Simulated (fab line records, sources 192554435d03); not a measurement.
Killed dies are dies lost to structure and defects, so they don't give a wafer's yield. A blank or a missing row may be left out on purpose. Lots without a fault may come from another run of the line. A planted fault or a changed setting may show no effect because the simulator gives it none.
Which tool did it? | flow n5_finfet | 9 lots, 27 wafers sampled, at 5 steps of a route of 1938

WHAT THE GAUGES READ, wafer by wafer
N5_BEOL_M2_CD_MEAS_18: pitch 36 nm, target cd 18 nm. Usual: cd_nm 17.9 nm, standard deviation 0.35.
lot  | measured     | on        | cd_nm (nm)     | flag
L273 | day 6 15:53  | cd_sem-03 | 17.7 17.8 17.6 |
L274 | day 7 02:09  | cd_sem-03 | 17.9 18.5 18.1 |
L276 | day 7 09:07  | cd_sem-01 | 17.8 17.6 18.0 |
L281 | day 8 12:53  | cd_sem-03 | 17.8 18.7 18.3 |
L283 | day 8 22:22  | cd_sem-01 | 17.7 17.7 17.8 |
L285 | day 9 14:58  | cd_sem-01 | 17.3 17.3 18.1 |
L290 | day 10 19:52 | cd_sem-01 | 17.5 17.9 18.3 |
L291 | day 11 00:04 | cd_sem-03 | 18.0 17.5 17.8 |
L294 | day 12 11:58 | cd_sem-03 | 17.9 17.7 17.2 |

N5_BEOL_M4_RC_MEAS_101. Usual: DIBL_N 36.6 mV/V, standard deviation 1.7; DIBL_P 36.7 mV/V, standard deviation 2; IOFF_N 0.16 nA/um, standard deviation 0.033; IOFF_P 0.22 nA/um, standard deviation 0.04; ION_N 673 uA/um, standard deviation 12; ION_P 463 uA/um, standard deviation 7.9; SS_N 71.7 mV/dec, standard deviation 0.58; SS_P 73.3 mV/dec, standard deviation 0.64; VT_N 249 mV, standard deviation 3.3; VT_P -249 mV, standard deviation 3.1.
lot  | measured     | on        | DIBL_N (mV/V)  | DIBL_P (mV/V)  | IOFF_N (nA/um) | IOFF_P (nA/um) | ION_N (uA/um) | ION_P (uA/um) | SS_N (mV/dec)  | SS_P (mV/dec)  | VT_N (mV)   | VT_P (mV)      | flag
L273 | day 8 00:14  | prober-01 | 38.0 36.7 36.3 | 37.8 37.3 36.9 | 0.16 0.15 0.15 | 0.25 0.24 0.23 | 675 668 670   | 466 464 467   | 71.7 71.6 72.2 | 74.1 74.2 73.8 | 250 250 250 | -247 -247 -248 |
L274 | day 8 03:02  | prober-02 | 39.0 37.3 38.0 | 40.0 39.0 39.8 | 0.23 0.19 0.19 | 0.25 0.22 0.24 | 693 677 676   | 466 451 458   | 72.3 72.1 71.5 | 74.5 74.1 74.3 | 244 246 248 | -248 -251 -249 |
L276 | day 8 08:48  | prober-02 | 37.4 36.6 35.1 | 36.5 35.8 33.8 | 0.15 0.14 0.12 | 0.24 0.22 0.19 | 659 675 660   | 462 468 459   | 71.5 71.6 71.0 | 73.7 72.6 72.4 | 254 251 260 | -248 -247 -251 |
L281 | day 9 20:04  | prober-02 | 37.1 38.8 38.6 | 36.4 38.9 37.4 | 0.16 0.21 0.19 | 0.18 0.21 0.19 | 672 690 672   | 451 458 454   | 71.4 71.8 72.3 | 73.4 74.2 73.7 | 251 243 247 | -255 -251 -252 |
L283 | day 10 03:05 | prober-02 | 39.5 35.9 37.6 | 39.5 36.2 37.4 | 0.24 0.15 0.17 | 0.32 0.24 0.25 | 696 672 660   | 481 473 458   | 72.6 72.1 71.8 | 74.8 73.4 73.1 | 244 252 249 | -240 -244 -246 |
L285 | day 10 23:00 | prober-01 | 38.0 38.7 37.4 | 36.8 37.3 36.1 | 0.17 0.19 0.16 | 0.23 0.25 0.23 | 673 683 670   | 459 459 462   | 72.2 72.0 71.8 | 73.5 74.0 73.5 | 249 248 250 | -250 -247 -248 |
L290 | day 12 15:14 | prober-02 | 33.8 36.3 40.6 | 32.9 36.2 42.1 | 0.11 0.16 0.27 | 0.17 0.23 0.35 | 653 667 686   | 454 462 471   | 71.0 71.6 72.9 | 71.8 72.4 74.0 | 254 247 239 | -251 -245 -246 |
L291 | day 12 18:20 | prober-02 | 34.3 34.9 35.1 | 35.1 35.1 35.3 | 0.12 0.13 0.13 | 0.18 0.18 0.19 | 663 658 661   | 460 455 461   | 70.5 70.7 71.6 | 72.7 72.0 73.0 | 253 251 254 | -251 -254 -252 |
L294 | day 13 23:58 | prober-02 | 38.8 39.8 38.0 | 39.4 39.9 37.9 | 0.23 0.24 0.19 | 0.33 0.33 0.29 | 705 710 676   | 492 487 473   | 72.3 71.7 71.3 | 74.1 73.6 73.4 | 243 243 247 | -241 -240 -245 |

WHICH TOOL RAN EACH LOT (tool, then ch and the chambers of the sampled wafers, then the start)
lot  | N5_BEOL_M2_STRIP_19                | N5_BEOL_M2_COAT_68                | N5_BEOL_M2_DESCUM_33
L273 | rie_diel-05 ch 0,1,2, day 6 15:49  | litho_track-02 ch 0, day 6 15:56  | rie_diel-04 ch 0,2, day 6 16:20
L274 | rie_diel-04 ch 1,2,3, day 7 02:05  | litho_track-03 ch 0, day 7 02:11  | rie_diel-05 ch 0,1,2, day 7 02:45
L276 | rie_diel-04 ch 2,3, day 7 09:02    | litho_track-04 ch 0, day 7 09:09  | rie_diel-05 ch 0,1,3, day 7 09:34
L281 | rie_diel-04 ch 0,2, day 8 12:49    | litho_track-03 ch 0, day 8 12:56  | rie_diel-04 ch 1,2,3, day 8 13:28
L283 | rie_diel-05 ch 0,1,2, day 8 22:17  | litho_track-02 ch 0, day 8 22:23  | rie_diel-05 ch 0,1, day 8 23:04
L285 | rie_diel-05 ch 1,2,3, day 9 14:53  | litho_track-03 ch 0, day 9 15:01  | rie_diel-04 ch 0,1,3, day 9 15:52
L290 | rie_diel-03 ch 1,2,3, day 10 19:47 | litho_track-03 ch 0, day 10 19:54 | rie_diel-04 ch 0,3, day 10 20:19
L291 | rie_diel-05 ch 1,3, day 10 23:59   | litho_track-03 ch 0, day 11 00:06 | rie_diel-03 ch 1,2,3, day 11 00:30
L294 | rie_diel-05 ch 0,1,2, day 12 11:53 | litho_track-02 ch 0, day 12 11:59 | rie_diel-04 ch 0,1,3, day 12 12:44
- N5_BEOL_M2_STRIP_19: strips in O2.
- N5_BEOL_M2_COAT_68: time 60 s, resist thk 12 nm.
- N5_BEOL_M2_DESCUM_33: chemistry O2, time 7 s.

WHAT THE TOOLS THEMSELVES READ (means of the sampled wafers that have a number; where no wafer has one, the mark that the record gives instead)
N5_BEOL_M2_STRIP_19. Usual: drypump_motor_current_A 5.9 A, standard deviation 0.46; oes_product_au 0.75 a.u., standard deviation 0.1; rf_vpp_V 3.7 V, standard deviation 0.47; showerhead_plenum_p_Torr 2.09 Torr, standard deviation 0.077; throttle_valve_pct 16.59 %, standard deviation 0.23.
lot  | tool        | drypump_motor_current_A (A) | oes_product_au (a.u.) | rf_vpp_V (V) | showerhead_plenum_p_Torr (Torr) | throttle_valve_pct (%) | flag
L273 | rie_diel-05 | 5.6                         | 0.70                  | 3.6          | 2.02                            | 16.65                  |
L274 | rie_diel-04 | 6.2                         | 0.74                  | 3.9          | 2.08                            | 16.59                  |
L276 | rie_diel-04 | 6.1                         | 0.78                  | 4.2          | 2.03                            | 16.54                  |
L281 | rie_diel-04 | 6.4                         | 0.70                  | 3.9          | 2.09                            | 16.77                  |
L283 | rie_diel-05 | 5.6                         | 0.69                  | 3.7          | 2.01                            | 16.68                  |
L285 | rie_diel-05 | 5.7                         | 0.69                  | 3.7          | 2.06                            | 16.60                  |
L290 | rie_diel-03 | 6.0                         | 0.79                  | 3.6          | 2.07                            | 16.74                  |
L291 | rie_diel-05 | 5.8                         | 0.69                  | 3.2          | 2.11                            | 16.47                  |
L294 | rie_diel-05 | 5.6                         | 0.86                  | 4.3          | 2.18                            | 16.42                  |

N5_BEOL_M2_COAT_68. Usual: chill_plate_temp_C 22.99 C, standard deviation 0.11; spin_speed_rpm 1499.9 rpm, standard deviation 1.
lot  | tool           | chill_plate_temp_C (C) | spin_speed_rpm (rpm) | flag
L273 | litho_track-02 | 23.02                  | 1500.7               |
L274 | litho_track-03 | 23.04                  | 1499.9               |
L276 | litho_track-04 | 22.86                  | 1499.6               |
L281 | litho_track-03 | 22.91                  | 1499.7               |
L283 | litho_track-02 | 23.00                  | 1500.4               |
L285 | litho_track-03 | 22.97                  | 1499.7               |
L290 | litho_track-03 | 23.06                  | 1688.2               | OFF
L291 | litho_track-03 | 22.96                  | 1688.3               | OFF
L294 | litho_track-02 | 23.16                  | 1497.4               |

N5_BEOL_M2_DESCUM_33. Usual: drypump_motor_current_A 6.0 A, standard deviation 0.41; oes_product_au 0.74 a.u., standard deviation 0.078; rf_vpp_V 243.0 V, standard deviation 1.3; showerhead_plenum_p_Torr 2.08 Torr, standard deviation 0.072; throttle_valve_pct 20.31 %, standard deviation 0.21.
lot  | tool        | drypump_motor_current_A (A) | oes_product_au (a.u.) | rf_vpp_V (V) | showerhead_plenum_p_Torr (Torr) | throttle_valve_pct (%) | flag
L273 | rie_diel-04 | 6.5                         | 0.70                  | 244.2        | 2.14                            | 20.37                  |
L274 | rie_diel-05 | 5.6                         | 0.69                  | 241.6        | 2.01                            | 20.37                  |
L276 | rie_diel-05 | 5.6                         | 0.71                  | 242.4        | 2.06                            | 20.19                  |
L281 | rie_diel-04 | 6.2                         | 0.73                  | 243.2        | 2.07                            | 20.33                  |
L283 | rie_diel-05 | 5.3                         | 0.70                  | 242.2        | 2.04                            | 20.22                  |
L285 | rie_diel-04 | 6.3                         | 0.72                  | 242.5        | 2.11                            | 20.25                  |
L290 | rie_diel-04 | 6.4                         | 0.71                  | 242.7        | 2.12                            | 20.26                  |
L291 | rie_diel-03 | 6.0                         | 0.79                  | 243.1        | 2.07                            | 20.48                  |
L294 | rie_diel-04 | 6.3                         | 0.79                  | 243.1        | 2.11                            | 20.17                  |

THE ANSWER, worked out from the rows above alone
Rule: a lot is off if the mean of its wafers that have a number lies more than 3 standard deviations from the usual mean. A lot without any number at a reading at which 4 lots or more have one is off too. The other lots that the step has rows for count as sound. The gauges are gone through in route order, then the tools' own readings, and for those a lot's mean is taken as printed above. The first step at which some lot is off is used, and at that step the reading that is off furthest; a lot without a number counts as furthest.
Off: L290, L291, at N5_BEOL_M2_COAT_68 (spin_speed_rpm).
A tool fits if, at that step or a process step before it, it ran every lot that is off, and no sound lot after the first of them. One fits: litho_track-03 at N5_BEOL_M2_COAT_68. Its last sound lot is L285 (day 9 15:01), its first lot that is off L290 (day 10 19:54): a fault that began between those two fits.
The tool's own readings at N5_BEOL_M2_COAT_68 bear it out: on the lots that are off they differ by more than 5 times the standard deviation of the sound lots' means. spin_speed_rpm reads 1688.2 rpm there against 1499.6 rpm on the sound lots.

WHAT THE SIMULATOR HAD PUT IN
Process parameter drift: litho_track-03, from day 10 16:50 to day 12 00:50, at N5_BEOL_M2_COAT_68. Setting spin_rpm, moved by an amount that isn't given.
Lots struck among those shown: L290, L291. The rule above found the same.
